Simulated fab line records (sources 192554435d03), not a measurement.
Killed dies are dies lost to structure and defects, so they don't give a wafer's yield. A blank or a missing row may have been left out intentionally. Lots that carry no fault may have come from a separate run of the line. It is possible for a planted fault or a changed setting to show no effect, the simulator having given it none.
Matching of chambers | flow n5 finfet | N5_BEOL_M3_ALD_98 on ald sin-01: 4 sister chambers
The step deposits SiO2, target thk 2.5 nm, pulse time 1 s, co reactant pulse time 1 s. 16 wafers are shown with their chamber, then 8 later ones without.

== WAFERS WITH THEIR CHAMBER ==
wafer  | chamber | heater power w (W) | precursor pulse height rel
L074.1 | 1       | 81                 | 1.012
L074.3 | 0       | 57                 | 1.035
L074.5 | 2       | 99                 | 0.967
L079.1 | 1       | 80                 | 1.000
L079.2 | 2       | 97                 | 1.010
L079.3 | 0       | 57                 | 0.994
L079.4 | 3       | 78                 | 1.004
L079.5 | 1       | 80                 | 0.983
L079.6 | 2       | 101                | 1.010
L080.2 | 1       | 81                 | 1.045
L080.3 | 0       | 58                 | 1.008
L080.6 | 1       | 80                 | 0.957
L081.1 | 2       | 102                | 0.978
L081.4 | 1       | 80                 | 1.002
L081.5 | 3       | 78                 | 1.008
L085.2 | 1       | 80                 | 1.029

SIGNATURES (means of the wafers above)
reading                    | chamber 0 | chamber 1 | chamber 2 | chamber 3 | scatter within a chamber
heater power w             | 57.33     | 80.29     | 99.75     | 78.00     | 1.18
precursor pulse height rel | 1.01233   | 1.00400   | 0.99125   | 1.00600   | 0.0248
Rule: for a wafer and a chamber, the distance is found by dividing, reading by reading, the gap between the wafer's reading and the chamber's mean by the reading's scatter, squaring, summing and taking the root. The wafer belongs to the nearest chamber; if the next one is less than 2 further off, it can't be placed. The scatter is the square root of a quotient: the sum, over the shown wafers, of each reading's squared deviation from its chamber's mean, divided by wafers minus chambers.

== WAFERS WITHOUT THEIR CHAMBER ==
wafer  | heater power w (W) | precursor pulse height rel
L085.3 | 60                 | 1.020
L085.6 | 79                 | 1.006
L087.1 | 78                 | 1.024
L087.5 | 77                 | 0.988
L087.6 | 100                | 1.018
L094.2 | 79                 | 1.012
L094.3 | 57                 | 1.020
L094.5 | 80                 | 1.035

== WHICH CHAMBER EACH WENT THROUGH ==
wafer  | from the rows above     | in truth
L085.3 | 0                       | 0
L085.6 | can't be placed: 3 or 1 | 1
L087.1 | can't be placed: 3 or 1 | 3
L087.5 | can't be placed: 3 or 1 | 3
L087.6 | 2                       | 2
L094.2 | can't be placed: 3 or 1 | 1
L094.3 | 0                       | 0
L094.5 | can't be placed: 1 or 3 | 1
Correct placement for 3 of the 8. Not placeable from these rows: 5 (in 5, the candidates include the true chamber). Wrongly placed: 0.
